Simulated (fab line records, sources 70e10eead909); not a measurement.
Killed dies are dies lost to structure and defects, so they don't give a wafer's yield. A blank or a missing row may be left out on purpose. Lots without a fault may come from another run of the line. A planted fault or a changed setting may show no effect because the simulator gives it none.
fab line records | flow nand_harc
record lots=6 wafers=18 last_day=23
route steps=1159 shown A_CONTACT@894 END@1159
lots that met no fault: from a run of the same line without faults
start_h: hours from the record's first day to the start of the lot's first wafer shown | wait_h: hours since the lot's step before | " the same as in the row above | L1.1+2: a row that stands for several wafers | - no value, or no start given | * or withheld: withheld | < > ~ a bound
route shown NAME@n: a module of which the file shows steps, and the number in the route of the first | usual: mean/standard deviation of fault-free wafers | same: alike in all rows | chamber/n: place in a boat | sites: the reading at each site | _std_site: their standard deviation | _edge_site: outer sites' mean less inner sites' | radius_mm: how far each site lies from the wafer's centre | mask NAME#n: copy n | behind: the tool/chamber that last shaped the wafer | hold: why the lot was held/for how many hours/how that ended | device: the transistor (n, p or np) that didn't switch | end of line: the same wafers' tests at the end of the route | a step without rows: its recipe alone | killed: dies lost to structure and defects at the first sort, not the wafer's yield | map: a wafer's dies, x killed, . not, _ none there
set.NAME: the setting as run; set.NAME@STEP: as run at that earlier step | model.NAME: the simulator's own value behind a step, which no gauge read
lots at some steps of the route; a table a step, a row a wafer
services: from which hour (start_h, from the record's first day; less than 0 if before it) a tool's chamber was out of use, for how many hours, and why
## steps
# step NHARC_A_CONTACT_PEB_67
# recipe peb_temp_c=100 peb_time_s=65
# step NHARC_A_CONTACT_DEVELOP_68
# recipe develop_time_s=35 dev_temp_c=23
# step NHARC_A_CONTACT_CD_MEAS_69
# recipe target_cd_nm=200 landing_energy_ev=500
# usual cd_nm=199.4/0.45
# columns lot.wafer tool chamber start_h wait_h cd_nm
L585.1 cd_sem-03 0 389.69 - 199.1
L585.4 " 0 " " 199.5
L585.5 " 0 " " 198.9
L588.1 cd_sem-01 0 435.31 - 199.2
L588.2 " 0 " " 199.1
L588.5 " 0 " " 199.4
L595.3 cd_sem-02 0 445.29 - 199.4
L595.5 " 0 " " 198.5
L595.6 " 0 " " 199.0
L594.3 cd_sem-02 0 468.61 - 199.5
L594.4 " 0 " " 200.0
L594.6 " 0 " " 200.6
L600.1 cd_sem-03 0 473.20 - 198.9
L600.4 " 0 " " 199.3
L600.5 " 0 " " 199.8
L597.1 cd_sem-03 0 476.02 - 199.4
L597.2 " 0 " " 200.2
L597.5 " 0 " " 200.3
# step NHARC_A_CONTACT_OVL_MEAS_70
# usual overlay_x_nm=0.0/0.97 overlay_y_nm=-0.1/0.8
# columns lot.wafer tool chamber start_h wait_h overlay_x_nm overlay_y_nm
L585.1 overlay-01 - 389.78 - 1.8 0.1
L585.4 " - " " 1.6 0.1
L585.5 " - " " 1.3 0.8
L588.1 overlay-01 - 435.40 - 0.9 -0.5
L588.2 " - " " 0.4 -0.4
L588.5 " - " " 0.6 -0.7
L595.3 overlay-02 - 445.38 - -0.6 0.6
L595.5 " - " " -1.2 0.9
L595.6 " - " " -0.4 0.4
L594.3 overlay-02 - 468.70 - 1.4 0.0
L594.4 " - " " 1.4 0.5
L594.6 " - " " 1.2 -0.1
L600.1 overlay-02 - 473.29 - -2.3 0.1
L600.4 " - " " -2.2 0.2
L600.5 " - " " -2.0 0.2
L597.1 overlay-02 - 476.11 - 1.7 -0.5
L597.2 " - " " 1.0 -0.2
L597.5 " - " " 1.3 -0.8
# step NHARC_A_CONTACT_INSPECT_71
# usual raw_defect_count=27/13
# columns lot.wafer tool chamber start_h wait_h raw_defect_count
L585.1 defect_inspect-02 - 389.82 0.0 35
L585.4 " - " " 27
L585.5 " - " " 30
L588.1 defect_inspect-01 - 435.45 0.1 11
L588.2 " - " " 5
L588.5 " - " " 5
L595.3 defect_inspect-01 - 445.41 0.0 30
L595.5 " - " " 32
L595.6 " - " " 25
L594.3 defect_inspect-02 - 468.73 0.0 37
L594.4 " - " " 24
L594.6 " - " " 26
L600.1 defect_inspect-02 - 473.33 0.0 31
L600.4 " - " " 31
L600.5 " - " " 23
L597.1 defect_inspect-01 - 476.14 0.0 20
L597.2 " - " " 29
L597.5 " - " " 30
# step NHARC_A_CONTACT_DESCUM_74
# recipe time_s=3 o2_flow_sccm=200 ar_flow_sccm=0 bias_power_w=0 chemistry=O2
# usual drypump_motor_current_A=5.5/0.38 oes_product_au=1.000/0.0086 rf_vpp_V=57.6/1 showerhead_plenum_p_Torr=1.89/0.1 throttle_valve_pct=11.311/0.0084
# same time_s=3
# columns lot.wafer tool chamber start_h wait_h drypump_motor_current_A oes_product_au rf_hours_counter_h rf_vpp_V showerhead_plenum_p_Torr throttle_valve_pct
L585.4 rie_diel-09 1 389.89 0.1 5.0 0.993 42 57.6 1.82 11.315
L585.1 " 3 " " 5.4 1.008 47 58.5 1.93 11.320
L585.5 " 0 " " 5.4 1.011 - 57.4 2.06 11.326
L588.2 rie_diel-11 0 435.52 0.1 5.2 1.012 9 58.0 1.97 11.328
L588.1 " 2 " " 5.9 1.006 9 56.7 1.78 11.300
L588.5 " 3 " " 5.2 0.996 - 56.3 1.77 11.313
L595.3 rie_diel-10 0 445.48 0.1 5.4 1.014 34 57.8 1.92 11.320
L595.6 " 3 " " 5.4 1.006 - 57.7 1.93 11.304
L595.5 " 0 " " 5.3 1.016 - 58.2 1.92 11.300
L594.3 rie_diel-11 1 468.79 0.1 5.7 1.005 16 56.4 1.77 11.303
L594.4 " 3 " " 5.2 0.991 16 56.4 1.77 11.322
L594.6 " 1 " " 5.7 0.991 - 57.6 1.77 11.309
L600.1 rie_diel-09 1 473.39 0.1 5.0 0.969 11 56.3 1.81 11.298
L600.4 " 3 " " 5.4 1.004 13 58.9 1.92 11.314
L600.5 " 2 " " 6.4 0.994 - 57.4 1.95 11.322
L597.2 rie_diel-09 0 476.21 0.1 5.4 0.997 15 57.1 2.05 11.293
L597.1 " 2 " " 6.4 0.996 11 59.0 1.95 11.306
L597.5 " 1 " " 5.0 0.972 - 56.9 1.81 11.321
# step NHARC_A_CONTACT_ETCH_75
# recipe target_depth_a=390 over_etch_frac=0.3 time_s=65 ion_energy_ev=80 cf4_flow_sccm=150 ar_flow_sccm=0 rf_w=300 bias_w=100 chemistry=CF4
# step NHARC_A_CONTACT_ETCH_76
# recipe target_depth_a=2600 over_etch_frac=0.3 time_s=475.3 ion_energy_ev=200 n2_flow_sccm=150 h2_flow_sccm=150 ar_flow_sccm=0 rf_w=400 bias_w=150 chemistry=N2/H2
# step NHARC_A_CONTACT_ETCH_77
# recipe target_depth_a=726 time_s=36.3 cf4_flow_sccm=100 chf3_flow_sccm=30 ar_flow_sccm=0 rf_w=500 bias_w=200 chemistry=CF4/CHF3
# usual bias_w=199.9/0.6 cf4_flow_sccm=99.98/0.26 drypump_motor_current_A=5.5/0.41 oes_product_au=0.940/0.02 rf_vpp_V=369.8/2.6 showerhead_plenum_p_Torr=1.55/0.076 throttle_valve_pct=16.802/0.009
# same time_s=36.3
# columns lot.wafer tool chamber start_h wait_h bias_w cf4_flow_sccm drypump_motor_current_A oes_product_au rf_hours_counter_h rf_vpp_V showerhead_plenum_p_Torr throttle_valve_pct
L585.4 rie_diel-09 1 - - 199.8 100.06 5.0 0.922 43 368.5 1.50 16.798
L585.1 " 3 " " 200.7 100.16 5.4 0.920 47 372.0 1.58 16.806
L585.5 " 1 " " 199.5 100.10 5.0 0.916 - 366.8 1.50 16.791
L588.2 rie_diel-11 3 - - 198.8 99.98 5.2 0.939 8 366.4 1.46 16.808
L588.1 " 0 " " 200.5 100.07 5.2 0.943 9 370.5 1.62 16.802
L588.5 " 1 " " 198.7 100.13 5.7 0.965 - 367.3 1.46 16.805
L595.3 rie_diel-10 1 - - 200.2 99.86 5.4 0.974 36 373.4 1.62 16.810
L595.5 " 2 " " 199.4 99.54 5.8 0.961 - 366.4 1.46 16.788
L595.6 " 3 " " 199.7 99.91 5.4 0.955 - 371.6 1.59 16.806
L594.4 rie_diel-11 2 - - 201.7 100.19 5.8 0.927 17 366.2 1.47 16.786
L594.3 " 3 " " 199.2 100.09 5.2 0.933 16 366.1 1.46 16.804
L594.6 " 3 " " 199.3 99.52 5.2 0.919 - 366.1 1.46 16.804
L600.1 rie_diel-09 3 - - 199.6 99.68 5.4 0.981 13 369.1 1.58 16.806
L600.4 " 2 " " 200.2 99.95 6.4 0.967 10 372.2 1.60 16.793
L600.5 " 0 " " 199.4 99.89 5.4 0.972 - 374.8 1.68 16.808
L597.2 rie_diel-09 0 - - 200.3 99.63 5.4 0.958 15 374.1 1.68 16.804
L597.1 " 1 " " 200.4 100.07 5.0 0.936 12 368.7 1.49 16.807
L597.5 " 3 " " 199.8 99.41 5.3 0.990 - 371.2 1.58 16.812
# step NHARC_A_CONTACT_ETCH_78
# recipe target_depth_a=28000 over_etch_frac=0.3 time_s=728 ion_energy_ev=150 o2_flow_sccm=400 cos_flow_sccm=20 ar_flow_sccm=0 rf_w=500 bias_w=300 chemistry=O2/COS
# usual bias_w=299.9/1 chamber_pressure_mTorr=19.998/0.018 cos_flow_sccm=20.00/0.049 drypump_motor_current_A=5.5/0.41 oes_product_au=0.999/0.0077 rf_vpp_V=313.4/2.3 showerhead_plenum_p_Torr=3.07/0.15 throttle_valve_pct=28.330/0.0099
# same time_s=728
# columns lot.wafer tool chamber start_h wait_h bias_w chamber_pressure_mTorr cos_flow_sccm drypump_motor_current_A oes_product_au rf_hours_counter_h rf_vpp_V showerhead_plenum_p_Torr throttle_valve_pct
L585.4 rie_diel-09 2 - - 300.7 20.032 20.04 6.4 0.999 49 314.5 3.20 28.329
L585.1 " 3 " " 300.7 20.032 20.01 5.4 0.998 47 313.5 3.14 28.332
L585.5 " 1 " " 299.3 20.011 20.01 5.0 1.000 - 311.8 2.98 28.310
L588.2 rie_diel-11 1 - - 299.2 20.007 20.02 5.6 1.004 9 311.2 2.90 28.340
L588.1 " 3 " " 299.6 20.001 20.05 5.2 1.012 8 311.4 2.90 28.332
L588.5 " 1 " " 300.4 19.977 19.99 5.6 1.014 - 311.7 2.90 28.336
L595.3 rie_diel-10 2 - - 300.8 19.989 20.08 5.8 0.998 31 310.8 2.90 28.342
L595.6 " 1 " " 299.3 19.990 20.07 5.4 1.010 - 315.2 3.21 28.341
L595.5 " 2 " " 300.0 20.019 20.05 5.7 0.999 - 310.0 2.90 28.329
L594.3 rie_diel-11 0 - - 302.0 19.974 20.04 5.2 0.986 17 314.8 3.21 28.349
L594.4 " 2 " " 298.2 19.969 20.01 5.9 0.997 17 311.2 2.92 28.333
L594.6 " 1 " " 300.6 20.004 19.93 5.7 0.991 - 310.3 2.89 28.325
L600.4 rie_diel-09 2 - - 298.5 20.015 19.96 6.4 1.005 10 313.3 3.18 28.321
L600.1 " 0 " " 301.0 20.027 19.94 5.4 0.999 15 317.9 3.33 28.330
L600.5 " 1 " " 299.3 19.998 20.03 5.0 0.985 - 311.1 2.96 28.309
L597.1 rie_diel-09 0 - - 299.3 20.007 19.95 5.4 0.997 15 316.7 3.33 28.319
L597.2 " 1 " " 299.2 19.979 19.96 5.0 0.989 13 310.6 2.96 28.328
L597.5 " 2 " " 299.2 19.990 20.02 6.4 1.007 - 314.2 3.18 28.336
# step NHARC_A_CONTACT_ETCH_124
# recipe source_w=withheld pressure_mtorr=20 bias_v=withheld time_s=140 target_depth_a=7000 ar_flow_sccm=withheld c4f8_flow_sccm=withheld o2_flow_sccm=withheld chemistry=C4F8/O2/Ar
# usual chamber_pressure_mTorr=20.001/0.019 oes_air_line_au=0.998/0.02
# same time_s=140
# columns lot.wafer tool chamber start_h wait_h chamber_pressure_mTorr oes_air_line_au rf_hours_counter_h
L585.1 har_cap_etch-01 1 391.22 - 20.001 1.016 58
L585.4 " 0 " " 20.006 1.019 -
L585.5 " 1 " " 19.978 1.015 -
L588.1 har_cap_etch-01 0 436.79 - 19.980 0.997 65
L588.2 " 1 " " 19.980 1.016 65
L588.5 " 1 " " 20.001 0.999 -
L595.3 har_cap_etch-01 1 446.94 - 19.980 0.994 -
L595.6 " 1 " " 20.006 1.022 -
L595.5 " 0 " " 20.013 0.984 -
L594.3 har_cap_etch-01 0 469.98 - 19.999 1.018 -
L594.4 " 1 " " 20.014 1.006 -
L594.6 " 1 " " 19.994 1.017 -
L600.1 har_cap_etch-02 1 474.51 - 19.998 1.006 25
L600.4 " 1 " " 20.001 1.013 -
L600.5 " 0 " " 20.023 1.015 -
L597.2 har_cap_etch-03 0 477.41 - 20.031 0.972 98
L597.1 " 1 " " 19.989 1.008 98
L597.5 " 1 " " 19.993 1.013 -
# step NHARC_A_CONTACT_ETCH_125
# recipe source_w=withheld pressure_mtorr=20 bias_v=1200 time_s=155 target_depth_a=9560 ar_flow_sccm=withheld c4f8_flow_sccm=withheld o2_flow_sccm=withheld chemistry=C4F8/O2/Ar
# usual chamber_pressure_mTorr=19.998/0.016 oes_air_line_au=0.998/0.02
# same time_s=155
# columns lot.wafer tool chamber start_h wait_h chamber_pressure_mTorr oes_air_line_au rf_hours_counter_h
L585.1 har_cap_etch-01 1 391.41 0.2 20.003 0.990 58
L585.4 " 0 " " 20.000 1.017 -
L585.5 " 1 " " 19.963 1.014 -
L588.1 har_cap_etch-01 0 436.99 0.2 20.027 1.028 65
L588.2 " 1 " " 19.989 1.022 65
L588.5 " 1 " " 19.989 1.016 -
L595.3 har_cap_etch-01 1 447.12 0.1 19.964 1.053 -
L595.6 " 1 " " 19.977 1.006 -
L595.5 " 0 " " 20.012 0.990 -
L594.3 har_cap_etch-01 0 470.16 0.1 19.992 1.005 -
L594.4 " 1 " " 20.000 0.987 -
L594.6 " 1 " " 19.994 0.996 -
L600.1 har_cap_etch-02 1 474.71 0.2 20.008 0.989 25
L600.4 " 1 " " 20.002 1.020 -
L600.5 " 0 " " 19.995 1.050 -
L597.2 har_cap_etch-03 0 477.61 0.2 20.008 0.988 99
L597.1 " 1 " " 20.013 0.986 99
L597.5 " 1 " " 19.991 1.001 -
# step NHARC_A_CONTACT_ETCH_126
# recipe source_w=withheld pressure_mtorr=20 bias_v=1200 time_s=155 target_depth_a=9560 ar_flow_sccm=withheld c4f8_flow_sccm=withheld o2_flow_sccm=withheld chemistry=C4F8/O2/Ar
# usual chamber_pressure_mTorr=20.001/0.02 oes_air_line_au=1.001/0.02 time_s=155/0
# columns lot.wafer tool chamber start_h wait_h chamber_pressure_mTorr oes_air_line_au rf_hours_counter_h time_s
L585.1 har_cap_etch-01 1 391.55 0.1 20.011 0.995 58 155
L585.4 " 0 " " 19.998 0.995 - 155
L585.5 " 1 " " 20.007 0.991 - 155
L588.1 har_cap_etch-01 0 437.13 0.1 20.008 1.009 65 155
L588.2 " 1 " " 19.984 1.003 65 155
L588.5 " 1 " " 20.024 0.997 - 155
L595.3 har_cap_etch-01 1 447.26 0.1 - - - -
L595.6 " 1 " " - - - -
L595.5 " 0 " " - - - -
L594.3 har_cap_etch-01 0 470.31 0.1 - - - -
L594.4 " 1 " " - - - -
L594.6 " 1 " " - - - -
L600.1 har_cap_etch-02 1 474.85 0.1 19.982 0.973 25 155
L600.4 " 1 " " 19.997 0.975 - 155
L600.5 " 0 " " 20.004 1.023 - 155
L597.2 har_cap_etch-03 0 477.75 0.1 19.982 0.990 99 155
L597.1 " 1 " " 20.029 1.018 99 155
L597.5 " 1 " " 20.018 1.025 - 155
# step NHARC_A_CONTACT_ETCH_127
# recipe source_w=withheld pressure_mtorr=20 bias_v=1200 time_s=155 target_depth_a=9560 ar_flow_sccm=withheld c4f8_flow_sccm=withheld o2_flow_sccm=withheld chemistry=C4F8/O2/Ar
# step NHARC_END_SORT_01
# recipe temp_c=25
# usual killed_at_array=25/9.5 killed_at_other=0.8/1.2 killed_at_periphery=3.4/2.2 killed_dies=29/10 killed_open=3.3/1.8 killed_short=2.1/1.4
# same gross_dies=677
# columns lot.wafer tool chamber start_h wait_h killed_at_array killed_at_other killed_at_periphery killed_dies killed_open killed_short
L595.3 prober-01 0 512.42 3.1 677 0 0 677 2 1
L595.5 prober-01 0 514.02 3.7 675 0 2 677 3 2
L595.6 prober-01 0 514.82 4.0 677 0 0 677 0 4
L594.3 prober-02 0 536.95 3.1 671 1 5 677 5 4
L594.4 prober-02 0 537.76 3.4 665 5 7 677 1 3
L594.6 prober-02 0 539.38 4.0 673 2 2 677 4 1
# killed by level:class
L595.3 A_CONTACT:area_etch=648 A_CHANNEL_HOLE_D1:chamber_film_flake=16 A_WL_FILL:chamber_film_flake=5 A_STAIRCASE:chamber_film_flake=2 A_CONTACT:chamber_film_flake=2 A_CHANNEL_HOLE_D1:geometric_particle:short=1 A_CHANNEL_FILL_D1:geometric_particle:open=1 A_CONTACT:geometric_particle:open=1
L595.5 A_CONTACT:area_etch=649 A_CHANNEL_HOLE_D1:chamber_film_flake=20 A_WL_FILL:chamber_film_flake=2 P_M0:geometric_particle:short=1 A_ONON_D1:geometric_particle:open=1 A_CHANNEL_FILL_D1:geometric_particle:short=1 A_CONTACT:geometric_particle:open=1 A_M0:geometric_particle:open=1
L595.6 A_CONTACT:area_etch=655 A_CHANNEL_HOLE_D1:chamber_film_flake=16 A_ONON_D1:geometric_particle:short=2 A_M0:geometric_particle:short=1 A_M1:geometric_particle:short=1 A_STAIRCASE:chamber_film_flake=1 A_WL_FILL:chamber_film_flake=1
L594.3 A_CONTACT:area_etch=646 A_CHANNEL_HOLE_D1:chamber_film_flake=5 A_SLIT:chamber_film_flake=4 A_WL_FILL:geometric_particle:short=3 A_WL_FILL:geometric_particle:open=3 P_M1:chamber_film_flake=3 A_STAIRCASE:chamber_film_flake=3 A_ZERO_WELL:chamber_film_flake=2
L594.4 A_CONTACT:area_etch=641 A_SLIT:chamber_film_flake=12 THIN_TSV:chamber_film_flake=5 P_M1:chamber_film_flake=4 A_CHANNEL_HOLE_D1:chamber_film_flake=3 A_STAIRCASE:chamber_film_flake=3 P_CONTACT:geometric_particle:open=1 A_CHANNEL_HOLE_D1:geometric_particle:short=1
L594.6 A_CONTACT:area_etch=647 A_SLIT:chamber_film_flake=17 A_CHANNEL_HOLE_D1:chamber_film_flake=3 THIN_TSV:chamber_film_flake=2 P_CONTACT:geometric_particle:open=1 A_CHANNEL_HOLE_D1:geometric_particle:open=1 A_WL_FILL:geometric_particle:open=1 A_CONTACT:geometric_particle:open=1
# map L594.3 (x killed, . not)
____________x____________
_________xxxxxxx_________
_______xxxxxxxxxxx_______
______xxxxxxxxxxxxx______
_____xxxxxxxxxxxxxxx_____
____xxxxxxxxxxxxxxxxx____
____xxxxxxxxxxxxxxxxx____
___xxxxxxxxxxxxxxxxxxx___
___xxxxxxxxxxxxxxxxxxx___
__xxxxxxxxxxxxxxxxxxxxx__
__xxxxxxxxxxxxxxxxxxxxx__
_xxxxxxxxxxxxxxxxxxxxxxx_
_xxxxxxxxxxxxxxxxxxxxxxx_
_xxxxxxxxxxxxxxxxxxxxxxx_
_xxxxxxxxxxxxxxxxxxxxxxx_
_xxxxxxxxxxxxxxxxxxxxxxx_
xxxxxxxxxxxxxxxxxxxxxxxxx
xxxxxxxxxxxxxxxxxxxxxxxxx
xxxxxxxxxxxxxxxxxxxxxxxxx
xxxxxxxxxxxxxxxxxxxxxxxxx
xxxxxxxxxxxxxxxxxxxxxxxxx
_xxxxxxxxxxxxxxxxxxxxxxx_
_xxxxxxxxxxxxxxxxxxxxxxx_
_xxxxxxxxxxxxxxxxxxxxxxx_
_xxxxxxxxxxxxxxxxxxxxxxx_
_xxxxxxxxxxxxxxxxxxxxxxx_
__xxxxxxxxxxxxxxxxxxxxx__
__xxxxxxxxxxxxxxxxxxxxx__
___xxxxxxxxxxxxxxxxxxx___
___xxxxxxxxxxxxxxxxxxx___
____xxxxxxxxxxxxxxxxx____
____xxxxxxxxxxxxxxxxx____
_____xxxxxxxxxxxxxxx_____
______xxxxxxxxxxxxx______
_______xxxxxxxxxxx_______
_________xxxxxxx_________
____________x____________
# map L595.3 (x killed, . not)
____________x____________
_________xxxxxxx_________
_______xxxxxxxxxxx_______
______xxxxxxxxxxxxx______
_____xxxxxxxxxxxxxxx_____
____xxxxxxxxxxxxxxxxx____
____xxxxxxxxxxxxxxxxx____
___xxxxxxxxxxxxxxxxxxx___
___xxxxxxxxxxxxxxxxxxx___
__xxxxxxxxxxxxxxxxxxxxx__
__xxxxxxxxxxxxxxxxxxxxx__
_xxxxxxxxxxxxxxxxxxxxxxx_
_xxxxxxxxxxxxxxxxxxxxxxx_
_xxxxxxxxxxxxxxxxxxxxxxx_
_xxxxxxxxxxxxxxxxxxxxxxx_
_xxxxxxxxxxxxxxxxxxxxxxx_
xxxxxxxxxxxxxxxxxxxxxxxxx
xxxxxxxxxxxxxxxxxxxxxxxxx
xxxxxxxxxxxxxxxxxxxxxxxxx
xxxxxxxxxxxxxxxxxxxxxxxxx
xxxxxxxxxxxxxxxxxxxxxxxxx
_xxxxxxxxxxxxxxxxxxxxxxx_
_xxxxxxxxxxxxxxxxxxxxxxx_
_xxxxxxxxxxxxxxxxxxxxxxx_
_xxxxxxxxxxxxxxxxxxxxxxx_
_xxxxxxxxxxxxxxxxxxxxxxx_
__xxxxxxxxxxxxxxxxxxxxx__
__xxxxxxxxxxxxxxxxxxxxx__
___xxxxxxxxxxxxxxxxxxx___
___xxxxxxxxxxxxxxxxxxx___
____xxxxxxxxxxxxxxxxx____
____xxxxxxxxxxxxxxxxx____
_____xxxxxxxxxxxxxxx_____
______xxxxxxxxxxxxx______
_______xxxxxxxxxxx_______
_________xxxxxxx_________
____________x____________
## services
# columns tool chamber start_h hours kind
rie_diel-11 - 366.50 9.0 pm
rie_diel-11 3 384.36 7.9 repair
rie_diel-09 0 385.81 - clean
rie_diel-09 1 385.81 - clean
rie_diel-09 2 385.81 - clean
rie_diel-09 3 385.81 - clean
har_cap_etch-02 - 403.29 0.7 repair
har_cap_etch-02 - 409.52 0.7 repair
rie_diel-09 0 410.31 - clean
rie_diel-09 1 410.31 - clean
rie_diel-09 2 410.31 - clean
rie_diel-09 3 410.31 - clean
rie_diel-10 - 424.08 0.6 repair
rie_diel-09 - 431.17 9.0 pm
rie_diel-09 0 431.17 9.0 vent_cycle
rie_diel-09 1 431.17 18.7 vent_cycle
rie_diel-09 2 431.17 9.0 vent_cycle
rie_diel-09 3 431.17 10.7 vent_cycle
rie_diel-09 0 440.17 - clean
rie_diel-09 2 440.17 - clean
rie_diel-09 2 440.17 - consumable_replace:focus_ring
rie_diel-09 2 454.39 10.1 repair
rie_diel-09 0 464.74 - clean
rie_diel-10 3 470.73 5.4 repair
## key
first_sign step=NHARC_A_CONTACT_ETCH_126 reading=tool_record direction=missing
effect step=NHARC_END_SORT_01 reading=killed_at_array direction=up sigmas=68 usual=25 struck=673
more_kills_born_at NHARC_A_CONTACT_ETCH_126@har_cap_etch-01=3886
met_at NHARC_A_CONTACT_ETCH_126
struck_wafers L594.3,L594.4,L594.6,L595.3,L595.5,L595.6
later_rows_left_out L594.3,L594.4,L594.6,L595.3,L595.5,L595.6
tester_left_out L594,L595
onset_between 437.13 447.26
fault kind=skipped_step_whole tool=har_cap_etch-01 chamber=- onset_h=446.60 steps=NHARC_A_CONTACT_ETCH_126 scope=struck_lots_only
# tester_left_out: of these lots the tester's yield and bins aren't shown, on N5 and GAA mostly nor the transistor test; their killed dies are dies lost to structure and defects alone, not to doping, threshold or leakage, so they don't give the yield
# later_rows_left_out: the simulator's readings of these wafers behind a module that went badly wrong aren't trusted and aren't shown, but for the sort
